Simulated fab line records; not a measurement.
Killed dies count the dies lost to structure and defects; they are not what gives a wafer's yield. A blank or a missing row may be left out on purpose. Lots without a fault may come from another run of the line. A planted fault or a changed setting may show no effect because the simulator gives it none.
Problem report in the 8D (eight disciplines) form, filled by code | flow nand harc | the parts of the form that need people (team, actions taken, sign-off) are left out

## 1. WHAT WENT WRONG
Mean of cd nm at NHARC_P_STI_CD_MEAS_09: 232.5 nm across 9 wafers in 3 lots; on wafers with no fault it is 198.7 nm (standard deviation 1.7). That puts it +20 standard deviations away from the usual mean.
The step: target cd 200 nm.
First observed at day 10 12:20: wafer L649.3, on cd sem-02. Wafers with a number at this step in the record: 45, from 15 lots. Rule for "out", or "out of limits": more than 4 standard deviations from the usual mean. The other wafers with a number count as sound.

## 2. WHAT IT IS, WHAT IT ISN'T
question                    | is                     | is not
which readings at this step | cd nm                  | -
which lots                  | L649, L650, L651       | L631, L632, L633, L634, L636, L637, L638, L639, L640, L641, L642, L648
which wafers of those lots  | all that have a number | -
read on which gauges        | cd sem-02, cd sem-03   | cd sem-01
when                        | from day 10 12:20      | up to then (36 sound wafers)

## 3. THE SUSPECTS, EACH WITH WHAT RULES IT OUT
Counting: a tool at a process step up to the reading stays a suspect if it ran every lot that is out and no sound lot after the first of them.
- ruled out: the gauge at NHARC_P_STI_CD_MEAS_09. The wafers that are out were read on 2 gauges (cd sem-02, cd sem-03).
- rtp anneal-02 at NHARC_P_ZERO_WELL_RTA_42 (time 300 s): kept. All lots that are out passed through it, beginning with L649 at day 9 15:07, and no sound lot followed; its final sound lot before that point was L642 at day 6 16:54.
- litho track-07 at NHARC_P_STI_PEB_07 (peb time 80 s): kept. All lots that are out passed through it, beginning with L649 at day 10 12:15, and no sound lot followed; its final sound lot before that point was L648 at day 9 22:30. Its own readings are out on those wafers: heater power total W, plate temp C.
Left after counting: rtp anneal-02 at NHARC_P_ZERO_WELL_RTA_42, litho track-07 at NHARC_P_STI_PEB_07.

## 4. THE CAUSE (what the simulator had put in)
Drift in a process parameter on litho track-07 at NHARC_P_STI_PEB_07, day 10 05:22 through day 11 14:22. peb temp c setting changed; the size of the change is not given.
Counting leaves 2 suspects; this tool is one of them.

## 5. THE EFFECT CHAIN, in route order
Rows list readings where the struck wafers' mean (over those with a number) sits beyond 3 standard deviations from the usual. Scope: only readings with a usual standard deviation given in the record; hours: median across lots of the time from each lot's start at the first step in this table that gives one to its start at this step; sigmas: change in usual standard deviations.
hours | step                    | reading              | usual    | on struck wafers | change | sigmas
0     | NHARC_P_STI_PEB_07      | heater power total W | 189.8 W  | 199.9            | +10.1  | +12
0     | NHARC_P_STI_PEB_07      | plate temp C         | 128.03 C | 133.07           | +5.04  | +42
0     | NHARC_P_STI_CD_MEAS_09  | cd nm                | 198.7 nm | 232.5            | +33.8  | +20
1     | NHARC_P_STI_OCD_MEAS_17 | trench foot cd nm    | 156.8 nm | 190.2            | +33.4  | +18
Its process steps:
- NHARC_P_STI_PEB_07: peb time 80 s.

## 6. WHAT WOULD HAVE CAUGHT IT SOONER
The first out-of-limits reading at a measuring or inspecting step in this record came at day 10 12:20, 7 hours after the fault's start at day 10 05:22.
The tool's own readings at NHARC_P_STI_PEB_07 were out on every struck wafer that the step has a row for (heater power total W, plate temp C): an alarm limit on them would have fired on the first of those.
Of the lots that are out (3), L650, L651 began NHARC_P_STI_PEB_07 on litho track-07 after day 10 12:20. A hold on the tool at that time would have spared those 2.
